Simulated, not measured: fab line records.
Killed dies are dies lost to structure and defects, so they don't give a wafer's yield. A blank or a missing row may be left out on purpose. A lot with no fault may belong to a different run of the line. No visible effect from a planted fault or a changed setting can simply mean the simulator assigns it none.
What tool caused it? :: flow n5_finfet :: 10 lots, 28 wafers sampled, at 6 steps of a route of 1938

WHAT THE GAUGES READ, wafer by wafer
N5_BEOL_M3_INSPECT_59: inspects for defects (darkfield). Usual: raw_defect_count 72, standard deviation 31.
lot: L655
measured: day 7 09:34
on: defect_inspect-01
raw_defect_count: 103 55 94
flag: 

lot: L656
measured: day 8 06:17
on: defect_inspect-01
raw_defect_count: 55 102 54
flag: 

lot: L657
measured: day 8 17:23
on: defect_inspect-01
raw_defect_count: 67 63 66
flag: 

lot: L661
measured: day 9 03:26
on: defect_inspect-02
raw_defect_count: 46 55 124
flag: 

lot: L666
measured: day 10 05:01
on: defect_inspect-01
raw_defect_count: 60 46
flag: 

lot: L667
measured: day 11 01:25
on: defect_inspect-02
raw_defect_count: 57 61 79
flag: 

lot: L670
measured: day 11 09:25
on: defect_inspect-02
raw_defect_count: 52 341 107
flag: OFF

lot: L671
measured: day 11 22:28
on: defect_inspect-02
raw_defect_count: 47 338 121
flag: OFF

lot: L676
measured: day 13 10:16
on: defect_inspect-02
raw_defect_count: 59 48 48
flag: 

lot: L677
measured: day 13 04:46
on: defect_inspect-01
raw_defect_count: 97 92
flag: 

N5_BEOL_M4_RC_MEAS_101. Usual: DIBL_N 35.7 mV/V, standard deviation 1.5; DIBL_P 35.7 mV/V, standard deviation 2; IOFF_N 0.155 nA/um, standard deviation 0.026; IOFF_P 0.20 nA/um, standard deviation 0.031; ION_N 675 uA/um, standard deviation 11; ION_P 462 uA/um, standard deviation 7.1; SS_N 71.3 mV/dec, standard deviation 0.57; SS_P 73.1 mV/dec, standard deviation 0.56; VT_N 250 mV, standard deviation 3; VT_P -251 mV, standard deviation 3.
lot: L655
measured: day 8 07:52
on: prober-02
DIBL_N (mV/V): 36.7 37.2 35.3
DIBL_P (mV/V): 36.3 36.8 34.4
IOFF_N (nA/um): 0.153 0.171 0.142
IOFF_P (nA/um): 0.21 0.23 0.18
ION_N (uA/um): 667 673 666
ION_P (uA/um): 459 459 461
SS_N (mV/dec): 71.6 71.7 71.2
SS_P (mV/dec): 72.7 73.6 72.6
VT_N (mV): 251 250 252
VT_P (mV): -252 -249 -251
flag: 

lot: L656
measured: day 8 17:17
on: prober-01
DIBL_N (mV/V): 37.9 37.5 35.9
DIBL_P (mV/V): 38.4 37.2 36.3
IOFF_N (nA/um): 0.208 0.182 0.166
IOFF_P (nA/um): 0.24 0.23 0.22
ION_N (uA/um): 696 671 688
ION_P (uA/um): 472 461 474
SS_N (mV/dec): 72.1 71.8 70.9
SS_P (mV/dec): 73.4 73.3 73.4
VT_N (mV): 245 247 247
VT_P (mV): -247 -248 -249
flag: 

lot: L657
measured: day 9 02:08
on: prober-02
DIBL_N (mV/V): 34.0 36.0 33.7
DIBL_P (mV/V): 33.8 37.2 33.5
IOFF_N (nA/um): 0.141 0.186 0.142
IOFF_P (nA/um): 0.19 0.26 0.19
ION_N (uA/um): 683 685 678
ION_P (uA/um): 462 468 465
SS_N (mV/dec): 71.2 71.9 70.4
SS_P (mV/dec): 72.1 73.3 72.3
VT_N (mV): 250 245 249
VT_P (mV): -250 -246 -250
flag: 

lot: L661
measured: day 10 00:43
on: prober-01
DIBL_N (mV/V): 36.2 37.4 35.3
DIBL_P (mV/V): 37.5 38.2 36.8
IOFF_N (nA/um): 0.178 0.200 0.169
IOFF_P (nA/um): 0.24 0.24 0.22
ION_N (uA/um): 685 684 686
ION_P (uA/um): 470 469 475
SS_N (mV/dec): 71.6 71.5 70.8
SS_P (mV/dec): 72.9 73.6 72.9
VT_N (mV): 246 245 247
VT_P (mV): -247 -246 -250
flag: 

lot: L666
measured: day 10 18:20
on: prober-02
DIBL_N (mV/V): 34.3 36.0
DIBL_P (mV/V): 32.8 35.0
IOFF_N (nA/um): 0.128 0.170
IOFF_P (nA/um): 0.16 0.20
ION_N (uA/um): 664 689
ION_P (uA/um): 452 464
SS_N (mV/dec): 70.4 71.7
SS_P (mV/dec): 73.3 73.6
VT_N (mV): 251 246
VT_P (mV): -253 -251
flag: 

lot: L667
measured: day 11 12:53
on: prober-01
DIBL_N (mV/V): 35.4 34.8 34.9
DIBL_P (mV/V): 35.9 35.0 34.9
IOFF_N (nA/um): 0.176 0.153 0.155
IOFF_P (nA/um): 0.23 0.21 0.21
ION_N (uA/um): 693 682 678
ION_P (uA/um): 478 471 470
SS_N (mV/dec): 71.7 70.9 70.7
SS_P (mV/dec): 73.7 73.1 73.3
VT_N (mV): 246 249 248
VT_P (mV): -247 -248 -250
flag: 

lot: L670
measured: day 11 20:23
on: prober-02
DIBL_N (mV/V): 37.2 37.9 36.4
DIBL_P (mV/V): 36.8 38.4 36.6
IOFF_N (nA/um): 0.162 0.173 0.152
IOFF_P (nA/um): 0.21 0.23 0.21
ION_N (uA/um): 670 679 672
ION_P (uA/um): 459 462 456
SS_N (mV/dec): 71.5 71.5 72.0
SS_P (mV/dec): 73.0 73.5 72.5
VT_N (mV): 253 250 251
VT_P (mV): -248 -249 -250
flag: 

lot: L671
measured: day 12 13:44
on: prober-01
DIBL_N (mV/V): 36.7 37.4 37.1
DIBL_P (mV/V): 36.3 37.0 36.7
IOFF_N (nA/um): 0.157 0.171 0.169
IOFF_P (nA/um): 0.21 0.23 0.23
ION_N (uA/um): 682 683 677
ION_P (uA/um): 472 469 467
SS_N (mV/dec): 72.4 72.5 71.9
SS_P (mV/dec): 72.9 73.6 73.5
VT_N (mV): 248 248 246
VT_P (mV): -248 -247 -247
flag: 

lot: L676
measured: day 14 00:05
on: prober-02
DIBL_N (mV/V): 31.0 36.2 37.6
DIBL_P (mV/V): 29.9 35.2 38.5
IOFF_N (nA/um): 0.093 0.162 0.201
IOFF_P (nA/um): 0.14 0.20 0.26
ION_N (uA/um): 657 678 679
ION_P (uA/um): 459 460 464
SS_N (mV/dec): 69.6 71.8 71.5
SS_P (mV/dec): 71.6 73.4 73.3
VT_N (mV): 255 248 249
VT_P (mV): -254 -250 -248
flag: 

lot: L677
measured: day 14 00:10
on: prober-01
DIBL_N (mV/V): 36.4 37.0
DIBL_P (mV/V): 38.0 39.4
IOFF_N (nA/um): 0.163 0.172
IOFF_P (nA/um): 0.20 0.22
ION_N (uA/um): 666 676
ION_P (uA/um): 459 464
SS_N (mV/dec): 71.1 71.1
SS_P (mV/dec): 73.1 73.1
VT_N (mV): 246 249
VT_P (mV): -252 -251
flag: 

TOOL THAT RAN EACH LOT (tool first, then ch and the chambers of the sampled wafers, then the start)
lot: L655
N5_BEOL_M3_SPUTTER_79: pvd_sputter-02, day 7 05:49
N5_BEOL_M3_SPUTTER_86: pvd_sputter-02, day 7 06:16
N5_BEOL_M3_ANNEAL_89: pvd_sputter-02, day 7 06:34
N5_BEOL_M3_DEP_57: pecvd-04 ch 0,1,2, day 7 09:29

lot: L656
N5_BEOL_M3_SPUTTER_79: pvd_sputter-01, day 7 18:13
N5_BEOL_M3_SPUTTER_86: pvd_sputter-01, day 7 18:39
N5_BEOL_M3_ANNEAL_89: pvd_sputter-01, day 7 18:57
N5_BEOL_M3_DEP_57: pecvd-03 ch 0,1,2, day 8 06:11

lot: L657
N5_BEOL_M3_SPUTTER_79: pvd_sputter-01, day 8 11:52
N5_BEOL_M3_SPUTTER_86: pvd_sputter-01, day 8 12:18
N5_BEOL_M3_ANNEAL_89: pvd_sputter-01, day 8 12:36
N5_BEOL_M3_DEP_57: pecvd-03 ch 1,2, day 8 17:17

lot: L661
N5_BEOL_M3_SPUTTER_79: pvd_sputter-02, day 9 00:49
N5_BEOL_M3_SPUTTER_86: pvd_sputter-02, day 9 01:16
N5_BEOL_M3_ANNEAL_89: pvd_sputter-02, day 9 01:34
N5_BEOL_M3_DEP_57: pecvd-03 ch 0,1,2, day 9 03:20

lot: L666
N5_BEOL_M3_SPUTTER_79: pvd_sputter-01, day 10 02:26
N5_BEOL_M3_SPUTTER_86: pvd_sputter-01, day 10 02:52
N5_BEOL_M3_ANNEAL_89: pvd_sputter-01, day 10 03:12
N5_BEOL_M3_DEP_57: pecvd-02 ch 0,2, day 10 04:56

lot: L667
N5_BEOL_M3_SPUTTER_79: pvd_sputter-02, day 10 22:43
N5_BEOL_M3_SPUTTER_86: pvd_sputter-02, day 10 23:10
N5_BEOL_M3_ANNEAL_89: pvd_sputter-02, day 10 23:28
N5_BEOL_M3_DEP_57: pecvd-02 ch 1,2, day 11 01:19

lot: L670
N5_BEOL_M3_SPUTTER_79: pvd_sputter-03, day 11 06:46
N5_BEOL_M3_SPUTTER_86: pvd_sputter-03, day 11 07:12
N5_BEOL_M3_ANNEAL_89: pvd_sputter-03, day 11 07:30
N5_BEOL_M3_DEP_57: pecvd-02 ch 0,2, day 11 09:20

lot: L671
N5_BEOL_M3_SPUTTER_79: pvd_sputter-02, day 11 19:51
N5_BEOL_M3_SPUTTER_86: pvd_sputter-02, day 11 20:17
N5_BEOL_M3_ANNEAL_89: pvd_sputter-02, day 11 20:35
N5_BEOL_M3_DEP_57: pecvd-02 ch 0,1,2, day 11 22:23

lot: L676
N5_BEOL_M3_SPUTTER_79: pvd_sputter-03, day 12 22:48
N5_BEOL_M3_SPUTTER_86: pvd_sputter-03, day 12 23:14
N5_BEOL_M3_ANNEAL_89: pvd_sputter-03, day 12 23:32
N5_BEOL_M3_DEP_57: pecvd-04 ch 0,1, day 13 10:10

lot: L677
N5_BEOL_M3_SPUTTER_79: pvd_sputter-02, day 13 02:05
N5_BEOL_M3_SPUTTER_86: pvd_sputter-02, day 13 02:32
N5_BEOL_M3_ANNEAL_89: pvd_sputter-02, day 13 02:52
N5_BEOL_M3_DEP_57: pecvd-03 ch 0,2, day 13 04:41
- N5_BEOL_M3_SPUTTER_79: material Cu, target thk 4.5 nm, time 8.29 s.
- N5_BEOL_M3_SPUTTER_86: material Cu, target thk 4.5 nm, time 8.29 s.
- N5_BEOL_M3_ANNEAL_89: time 240 s.
- N5_BEOL_M3_DEP_57: deposits SiCN from 3MS/NH3, target thk 8 nm, time 14 s.

WHAT THE TOOLS THEMSELVES READ (means of the sampled wafers that have a number; where no wafer has one, the mark that the record gives instead)
N5_BEOL_M3_SPUTTER_79. Usual: substrate_temp_c -20.00 C, standard deviation 0.11; throttle_valve_pct 30.4 %, standard deviation 1.2.
lot: L655
tool: pvd_sputter-02
substrate_temp_c (C): -19.93
throttle_valve_pct (%): 29.6
flag: 

lot: L656
tool: pvd_sputter-01
substrate_temp_c (C): -20.01
throttle_valve_pct (%): 29.8
flag: 

lot: L657
tool: pvd_sputter-01
substrate_temp_c (C): -20.08
throttle_valve_pct (%): 31.2
flag: 

lot: L661
tool: pvd_sputter-02
substrate_temp_c (C): -20.00
throttle_valve_pct (%): 30.3
flag: 

lot: L666
tool: pvd_sputter-01
substrate_temp_c (C): -20.08
throttle_valve_pct (%): 29.1
flag: 

lot: L667
tool: pvd_sputter-02
substrate_temp_c (C): -19.95
throttle_valve_pct (%): 30.1
flag: 

lot: L670
tool: pvd_sputter-03
substrate_temp_c (C): -19.94
throttle_valve_pct (%): 29.7
flag: 

lot: L671
tool: pvd_sputter-02
substrate_temp_c (C): -19.90
throttle_valve_pct (%): 30.1
flag: 

lot: L676
tool: pvd_sputter-03
substrate_temp_c (C): -19.88
throttle_valve_pct (%): 28.7
flag: 

lot: L677
tool: pvd_sputter-02
substrate_temp_c (C): -20.07
throttle_valve_pct (%): 30.6
flag: 

N5_BEOL_M3_SPUTTER_86. Usual: substrate_temp_c -20.01 C, standard deviation 0.1; throttle_valve_pct 30.3 %, standard deviation 1.3.
lot: L655
tool: pvd_sputter-02
substrate_temp_c (C): -20.03
throttle_valve_pct (%): 29.5
flag: 

lot: L656
tool: pvd_sputter-01
substrate_temp_c (C): -19.93
throttle_valve_pct (%): 29.6
flag: 

lot: L657
tool: pvd_sputter-01
substrate_temp_c (C): -19.99
throttle_valve_pct (%): 31.1
flag: 

lot: L661
tool: pvd_sputter-02
substrate_temp_c (C): -19.95
throttle_valve_pct (%): 30.5
flag: 

lot: L666
tool: pvd_sputter-01
substrate_temp_c (C): -20.04
throttle_valve_pct (%): 29.2
flag: 

lot: L667
tool: pvd_sputter-02
substrate_temp_c (C): -19.90
throttle_valve_pct (%): 30.1
flag: 

lot: L670
tool: pvd_sputter-03
substrate_temp_c (C): -20.05
throttle_valve_pct (%): 29.6
flag: 

lot: L671
tool: pvd_sputter-02
substrate_temp_c (C): -20.00
throttle_valve_pct (%): 29.8
flag: 

lot: L676
tool: pvd_sputter-03
substrate_temp_c (C): -20.06
throttle_valve_pct (%): 28.7
flag: 

lot: L677
tool: pvd_sputter-02
substrate_temp_c (C): -20.05
throttle_valve_pct (%): 30.6
flag: 

N5_BEOL_M3_ANNEAL_89. Usual: heater_power_w 824 W, standard deviation 100.
lot: L655
tool: pvd_sputter-02
heater_power_w (W): 847
flag: 

lot: L656
tool: pvd_sputter-01
heater_power_w (W): 767
flag: 

lot: L657
tool: pvd_sputter-01
heater_power_w (W): 858
flag: 

lot: L661
tool: pvd_sputter-02
heater_power_w (W): 729
flag: 

lot: L666
tool: pvd_sputter-01
heater_power_w (W): 777
flag: 

lot: L667
tool: pvd_sputter-02
heater_power_w (W): 760
flag: 

lot: L670
tool: pvd_sputter-03
heater_power_w (W): 797
flag: 

lot: L671
tool: pvd_sputter-02
heater_power_w (W): 857
flag: 

lot: L676
tool: pvd_sputter-03
heater_power_w (W): 824
flag: 

lot: L677
tool: pvd_sputter-02
heater_power_w (W): 758
flag: 

N5_BEOL_M3_DEP_57. Usual: showerhead_plenum_p_Torr 3.663 Torr, standard deviation 0.008; showerhead_vpp_V 863 V, standard deviation 39; throttle_valve_pct 8.9 %, standard deviation 0.49.
lot: L655
tool: pecvd-04
showerhead_plenum_p_Torr (Torr): 3.657
showerhead_vpp_V (V): 879
throttle_valve_pct (%): 8.9
flag: 

lot: L656
tool: pecvd-03
showerhead_plenum_p_Torr (Torr): 3.659
showerhead_vpp_V (V): 855
throttle_valve_pct (%): 9.3
flag: 

lot: L657
tool: pecvd-03
showerhead_plenum_p_Torr (Torr): 3.659
showerhead_vpp_V (V): 904
throttle_valve_pct (%): 8.8
flag: 

lot: L661
tool: pecvd-03
showerhead_plenum_p_Torr (Torr): 3.666
showerhead_vpp_V (V): 861
throttle_valve_pct (%): 8.9
flag: 

lot: L666
tool: pecvd-02
showerhead_plenum_p_Torr (Torr): 3.662
showerhead_vpp_V (V): 882
throttle_valve_pct (%): 9.1
flag: 

lot: L667
tool: pecvd-02
showerhead_plenum_p_Torr (Torr): 3.661
showerhead_vpp_V (V): 842
throttle_valve_pct (%): 8.5
flag: 

lot: L670
tool: pecvd-02
showerhead_plenum_p_Torr (Torr): 3.671
showerhead_vpp_V (V): 887
throttle_valve_pct (%): 9.2
flag: 

lot: L671
tool: pecvd-02
showerhead_plenum_p_Torr (Torr): 3.665
showerhead_vpp_V (V): 873
throttle_valve_pct (%): 8.8
flag: 

lot: L676
tool: pecvd-04
showerhead_plenum_p_Torr (Torr): 3.655
showerhead_vpp_V (V): 875
throttle_valve_pct (%): 9.2
flag: 

lot: L677
tool: pecvd-03
showerhead_plenum_p_Torr (Torr): 3.665
showerhead_vpp_V (V): 822
throttle_valve_pct (%): 8.9
flag: 

THE ANSWER, worked out from the rows above alone
Rule: a lot counts as off when the mean over its wafers that have a number is more than 3 standard deviations away from the usual mean. Also off: a lot with no number at a reading for which 4 or more lots have one. The other lots that the step has rows for count as sound. After the gauges, taken in route order, come the tools' own readings; for these a lot's mean is taken, as printed above. The first step at which some lot is off is used, and at that step the reading that is off furthest; a lot without a number counts as furthest.
Off: L670, L671, at N5_BEOL_M3_INSPECT_59 (raw_defect_count).
A tool fits if, at a process step before that reading, it ran every lot that is off, and no sound lot after the first of them. Gauges at N5_BEOL_M3_INSPECT_59: tried the same way as those tools. One fits: pecvd-02 at N5_BEOL_M3_DEP_57. A fault onset in the window from L667 (day 11 01:19, its last sound lot) to L670 (day 11 09:20, its first lot off) fits.

WHAT HAD BEEN PUT IN BY THE SIMULATOR
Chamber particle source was pecvd-02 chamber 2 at N5_BEOL_M3_DEP_57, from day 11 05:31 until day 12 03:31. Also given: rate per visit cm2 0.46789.
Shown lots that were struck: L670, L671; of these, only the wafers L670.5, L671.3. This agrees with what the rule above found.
